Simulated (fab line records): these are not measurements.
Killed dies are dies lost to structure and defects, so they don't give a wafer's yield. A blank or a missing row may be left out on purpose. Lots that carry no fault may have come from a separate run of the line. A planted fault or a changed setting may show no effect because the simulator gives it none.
Which tool is to blame?    flow nand harc    12 lots with 36 wafers sampled at 4 steps, on a route of 1159 steps

WHAT EACH GAUGE READ, for each wafer
No reading from a measuring or inspecting step in the record can be judged against a usual standard deviation.

TOOL THAT RAN EACH LOT (tool first, then ch and the chambers of the sampled wafers, then the start)
lot   NHARC_P_BONDPAD_ETCH_12                        NHARC_P_BONDPAD_PRE_CLEAN_26             NHARC_A_ZERO_WELL_PRECLEAN_00        NHARC_A_ZERO_WELL_ETCH_19
L217  rie diel-02 ch 1,2, day 6 14:48 or earlier     pvd sputter-01, day 6 14:48 or earlier   wet bench-09 ch 0,3,6, day 6 14:48   rie diel-04 ch 1,2,3, day 6 15:49
L221  rie diel-10 ch 1,2,3, day 7 13:51 or earlier   pvd sputter-02, day 7 13:51 or earlier   wet bench-01 ch 0,1,3, day 7 13:51   rie diel-04 ch 1,2,3, day 7 14:53
L224  rie diel-08 ch 0,1,3, day 7 20:51 or earlier   pvd sputter-02, day 7 20:51 or earlier   wet bench-09 ch 1,2,4, day 7 20:51   rie diel-12 ch 0,2,3, day 7 21:53
L222  rie diel-02 ch 1,2,3, day 7 21:16 or earlier   pvd sputter-03, day 7 21:16 or earlier   wet bench-06 ch 4,5,7, day 7 21:16   rie diel-12 ch 0,2,3, day 7 22:16
L223  rie diel-08 ch 0,3, day 8 01:08 or earlier     pvd sputter-02, day 8 01:08 or earlier   wet bench-09 ch 0,4,6, day 8 01:08   rie diel-04 ch 1,2, day 8 02:10
L227  rie diel-08 ch 0,2,3, day 8 22:23 or earlier   pvd sputter-01, day 8 22:23 or earlier   wet bench-06 ch 2,5,6, day 8 22:23   rie diel-05 ch 0,2,3, day 8 23:22
L231  rie diel-10 ch 0,1,3, day 9 18:19 or earlier   pvd sputter-03, day 9 18:19 or earlier   wet bench-01 ch 0,1,2, day 9 18:19   rie diel-05 ch 0,1,3, day 9 19:19
L233  rie diel-08 ch 2,3, day 10 06:52 or earlier    pvd sputter-01, day 10 06:52 or earlier  wet bench-01 ch 0,6,7, day 10 06:52  rie diel-12 ch 0,2, day 10 07:52
L236  rie diel-10 ch 1,2,3, day 11 04:20 or earlier  pvd sputter-02, day 11 04:20 or earlier  wet bench-09 ch 0,3,7, day 11 04:20  rie diel-05 ch 0,1,3, day 11 05:20
L237  rie diel-08 ch 1,2,3, day 11 16:00 or earlier  pvd sputter-03, day 11 16:00 or earlier  wet bench-09 ch 4,5,6, day 11 16:00  rie diel-05 ch 0,1,3, day 11 16:59
L238  rie diel-08 ch 0,1, day 11 20:23 or earlier    pvd sputter-01, day 11 20:23 or earlier  wet bench-01 ch 2,4,5, day 11 20:23  rie diel-04 ch 0,2, day 11 21:23
L240  rie diel-08 ch 0,1,2, day 12 14:14 or earlier  pvd sputter-02, day 12 14:14 or earlier  wet bench-09 ch 3,5,6, day 12 14:14  rie diel-12 ch 1,2,3, day 12 15:14
- NHARC_P_BONDPAD_ETCH_12: etches the open film in CHF3/O2, target depth 200 nm, time 100 s.
- NHARC_P_BONDPAD_PRE_CLEAN_26: time 30 s.
- NHARC_A_ZERO_WELL_PRECLEAN_00: cleans in SPM, time 600 s.
- NHARC_A_ZERO_WELL_ETCH_19: etches the open film in N2/H2, target depth 80 nm, overetch 24 nm, time 87.88 s.

AS READ BY THE TOOLS THEMSELVES (means over the sampled wafers that have a number; for cases with no such wafer, the mark the record gives instead)
NHARC_P_BONDPAD_ETCH_12.
lot   tool         drypump motor current A (A)  oes product au (a.u.)  rf vpp V (V)  showerhead plenum p Torr (Torr)  throttle valve pct (%)
L217  rie diel-02  5.3                          0.914                  369.6         2.36                             20.569
L221  rie diel-10  6.0                          0.938                  369.1         2.32                             20.571
L224  rie diel-08  6.1                          0.911                  371.4         2.46                             20.578
L222  rie diel-02  5.6                          0.934                  370.2         2.39                             20.580
L223  rie diel-08  5.9                          0.950                  371.7         2.50                             20.582
L227  rie diel-08  5.6                          0.917                  373.0         2.49                             20.573
L231  rie diel-10  5.9                          0.968                  371.6         2.45                             20.577
L233  rie diel-08  5.5                          0.928                  373.0         2.53                             20.561
L236  rie diel-10  6.0                          0.941                  370.7         2.43                             20.575
L237  rie diel-08  5.7                          0.974                  372.7         2.49                             20.580
L238  rie diel-08  6.2                          0.922                  371.6         2.41                             20.574
L240  rie diel-08  5.8                          0.926                  372.3         2.44                             20.573

NHARC_P_BONDPAD_PRE_CLEAN_26.
lot   tool            heater power w (W)
L217  pvd sputter-01  357
L221  pvd sputter-02  434
L224  pvd sputter-02  451
L222  pvd sputter-03  385
L223  pvd sputter-02  435
L227  pvd sputter-01  349
L231  pvd sputter-03  401
L233  pvd sputter-01  350
L236  pvd sputter-02  419
L237  pvd sputter-03  381
L238  pvd sputter-01  381
L240  pvd sputter-02  453

NHARC_A_ZERO_WELL_PRECLEAN_00.
lot   tool          bath guard temp C (C)  bath heat duty pct (%)
L217  wet bench-09  120.3                  15.8
L221  wet bench-01  119.9                  12.6
L224  wet bench-09  119.7                  14.0
L222  wet bench-06  120.0                  12.8
L223  wet bench-09  120.0                  14.4
L227  wet bench-06  120.7                  12.7
L231  wet bench-01  120.2                  13.3
L233  wet bench-01  119.8                  13.8
L236  wet bench-09  120.2                  15.0
L237  wet bench-09  -                      -
L238  wet bench-01  -                      -
L240  wet bench-09  119.9                  14.6

NHARC_A_ZERO_WELL_ETCH_19.
lot   tool         drypump motor current A (A)  oes product au (a.u.)  rf vpp V (V)  showerhead plenum p Torr (Torr)  throttle valve pct (%)
L217  rie diel-04  5.9                          0.990                  429           1.99                             14.165
L221  rie diel-04  5.9                          0.998                  429           1.99                             14.182
L224  rie diel-12  5.9                          0.995                  431           2.05                             14.184
L222  rie diel-12  6.0                          0.992                  431           2.05                             14.175
L223  rie diel-04  5.5                          0.997                  430           2.05                             14.179
L227  rie diel-05  5.1                          1.016                  431           2.08                             14.176
L231  rie diel-05  5.0                          0.996                  428           1.98                             14.172
L233  rie diel-12  5.8                          1.004                  430           1.99                             14.175
L236  rie diel-05  5.0                          1.001                  429           1.98                             14.172
L237  rie diel-05  4.9                          1.010                  428           1.98                             14.165
L238  rie diel-04  5.7                          1.010                  430           2.00                             14.174
L240  rie diel-12  6.1                          0.992                  431           2.03                             14.170

THE ANSWER, worked out from the rows above alone
Rule: what is usual is taken from the lots themselves. The widest of any qualifying gaps counts: lots, ordered by their means at a reading, are off when they make up no more than a third of the lots, leave a main group of 4 or more, and stand apart from it by 3 or more times the standard deviation of that group's means. A main group is skipped when, at the precision printed for the reading in the tables above, its means are all equal. Also off: a lot with no number at a reading for which 4 or more lots have one. Any other lot the step has rows for is counted as sound. First the gauges in route order, then the tools' own readings, where a lot's mean is used as printed above. At the first step where some lot is off, the reading lying furthest off is the one used; lots without a number count as furthest.
Off, at NHARC_A_ZERO_WELL_PRECLEAN_00 on bath guard temp C: L237, L238. Without a number there: L237, L238. The main group has a mean of 120.1 C with a standard deviation of 0.28.
If a tool, at that step or one of the process steps before it, ran each lot that is off and ran no sound lot following the first of them, it fits. Because NHARC_P_BONDPAD_ETCH_12 lacks a start for some lots, the hours and order of its lots are taken from NHARC_A_ZERO_WELL_PRECLEAN_00. Because NHARC_P_BONDPAD_PRE_CLEAN_26 lacks a start for some lots, the hours and order of its lots are taken from NHARC_A_ZERO_WELL_PRECLEAN_00. Of those tried, none fits.

WHAT WAS PUT IN BY THE SIMULATOR
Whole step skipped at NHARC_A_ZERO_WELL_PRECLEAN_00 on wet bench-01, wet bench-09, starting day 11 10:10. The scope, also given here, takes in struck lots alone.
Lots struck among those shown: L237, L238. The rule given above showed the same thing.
